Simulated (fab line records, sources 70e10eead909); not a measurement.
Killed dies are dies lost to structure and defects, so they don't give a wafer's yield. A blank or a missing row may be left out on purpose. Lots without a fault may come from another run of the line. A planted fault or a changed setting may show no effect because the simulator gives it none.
A struck lot beside a sound one | flow nand_harc | 14 steps out of a route of 1159
Sound: wafers L709.1, L709.2, L709.4. Struck: wafer L715.3. (L715.2, L715.6 of the same lot were not struck and are left out.) The cause comes at the end.
At each step with rows: each side's tool, then ch and its chambers, then its first start. Under that, the readings that differ: sound wafers | struck wafers | difference of the means | sigmas: that difference in standard deviations of wafers without a fault.
alike: readings whose means differ by less than 2 such deviations, and words and numbers that are the same on both sides. not compared: withheld readings, readings that some wafer has no value for, bounds like >300 that may hide the same value, and numbers for which the record gives no deviation and whose values overlap.
The two part at a step that has a row with sigmas, a row that says differs or no value, or rows on one side only. Numbers that don't overlap but have no deviation are shown without sigmas and don't part them. A reading that every wafer of one side lacks parts them only if that side has two wafers or more.

NHARC_A_SLIT_ETCH_26: etches the open film in C4F8/O2/Ar, time 90 s, target depth 400 nm.
  sound on har_etch-02 ch 0,1, day 15 12:53; struck on har_etch-02 ch 0, day 18 00:14
  alike: drypump_motor_current_A, mfc_ar_sccm, showerhead_plenum_p_Torr, throttle_valve_pct
  not compared: rf_hours_counter_h
then, 1 step without rows for these wafers: NHARC_A_SLIT_STRIP_28 (strips in O2/COS).
NHARC_A_SLIT_ETCH_29: etches the open film in CF4/O2, target depth 100 nm, overetch 10 nm, time 55 s.
  sound on rie_diel-01 ch 1,2,3, day 15 13:30; struck on rie_diel-01 ch 0, day 18 01:08
  reading                | sound | struck | difference | sigmas
  rf_hours_counter_h (h) | 1 1 1 | 6      | +5         |
  alike: drypump_motor_current_A, mfc_ar_sccm, oes_f_703_au, oes_product_au, rf_vpp_V, showerhead_plenum_p_Torr, throttle_valve_pct
NHARC_A_SLIT_STRIP_18: strips in O2.
  sound on rie_diel-01 ch 0,1,3; struck on rie_diel-01 ch 1
  reading                | sound          | struck | difference | sigmas
  rf_hours_counter_h (h) | 1 2 1          | 6      | +5         |
  rf_vpp_V (V)           | 57.3 57.8 58.4 | 60.0   | +2.2       | +2
  alike: drypump_motor_current_A, mfc_ar_sccm, oes_product_au, showerhead_plenum_p_Torr, throttle_valve_pct
then, 2 steps without rows for these wafers: NHARC_A_SLIT_PRECLEAN_19 (cleans in SC1); NHARC_A_SLIT_SRD_20.
NHARC_A_SLIT_CD_MEAS_21:
  sound on cd_sem-02, day 15 14:02; struck on cd_sem-02, day 18 01:41
  alike: cd_nm
then, 3 steps without rows for these wafers: NHARC_A_SIN_REMOVE_WET_00 (chemistry H3PO4, time 15300 s); NHARC_A_SIN_REMOVE_PRECLEAN_01 (cleans in SC1); NHARC_A_SIN_REMOVE_SRD_02.
NHARC_A_SIN_REMOVE_INSPECT_04:
  sound on defect_inspect-01, day 15 19:47; struck on defect_inspect-01, day 18 09:23
  alike: raw_defect_count
NHARC_A_WL_FILL_ALD_00: deposits Al2O3, target thk 3 nm, pulse time 3 s, ald cycles 30.
  sound on ald_hk-03 ch 0,1,2, day 15 19:52; struck on ald_hk-02 ch 0, day 18 10:40
  reading    | sound    | struck | difference | sigmas
  ald_cycles | 30 30 30 | 43     | +13        |
  alike: heater_power_w, precursor_pulse_height_rel
NHARC_A_WL_FILL_RTA_01: time 5 s.
  sound on rtp_anneal-01 ch 0, day 15 20:16; struck on rtp_anneal-01 ch 0, day 18 10:56
  alike: lamp_power_pct, lamp_zone_5_pct, wafer_temp_C_max
then, 1 step without rows for these wafers: NHARC_END_SORT_01.

WHERE THEY PART
Only at NHARC_A_SLIT_STRIP_18, within this record. Later steps at which nothing parts them and some readings are alike: NHARC_A_SLIT_CD_MEAS_21, NHARC_A_SIN_REMOVE_INSPECT_04, NHARC_A_WL_FILL_ALD_00, NHARC_A_WL_FILL_RTA_01.

WHY: what the simulator had put in
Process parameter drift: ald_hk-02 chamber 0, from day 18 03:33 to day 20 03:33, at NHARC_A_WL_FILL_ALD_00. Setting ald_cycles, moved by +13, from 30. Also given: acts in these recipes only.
